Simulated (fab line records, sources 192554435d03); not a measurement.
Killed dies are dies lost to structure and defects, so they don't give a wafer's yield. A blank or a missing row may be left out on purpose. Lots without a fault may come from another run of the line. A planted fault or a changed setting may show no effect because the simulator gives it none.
Chamber matching | flow n5_finfet | N5_BEOL_M9_STRIP_67 on rie_diel-05: 3 sister chambers
The step strips in CF4. 3 wafers are shown with their chamber, then 5 later ones without.

WAFERS WITH THEIR CHAMBER
wafer  | chamber | showerhead_plenum_p_Torr (Torr)
L090.6 | 0       | 1.71
L093.1 | 2       | 1.82
L093.4 | 1       | 1.66

WAFERS WITHOUT THEIR CHAMBER
wafer  | showerhead_plenum_p_Torr (Torr)
L093.6 | 1.82
L096.1 | 1.82
L096.5 | 1.82
L095.3 | 1.91
L095.5 | 1.91

WHICH CHAMBER EACH WENT THROUGH
wafer  | from the rows above     | in truth
L093.6 | can't be placed: 2 or 0 | 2
L096.1 | can't be placed: 2 or 0 | 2
L096.5 | can't be placed: 2 or 0 | 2
L095.3 | can't be placed: 2 or 0 | 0
L095.5 | can't be placed: 2 or 0 | 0
Placed correctly: 0 of 5. Can't be placed from these rows: 5 (the true chamber is among the candidates in 5). Placed wrongly: 0.
How it was worked out, from the rows above alone: a wafer's distance from a chamber is the root of the sum, over the readings, of the square of ((its reading less the chamber's mean) divided by the reading's scatter). The wafer belongs to the nearest chamber; if the next one is less than 2 further off, it can't be placed. A chamber's mean is the mean of its shown wafers. The scatter: with one shown wafer a chamber, the root of the mean of the squares of how far each hidden wafer lies from its nearest shown one.
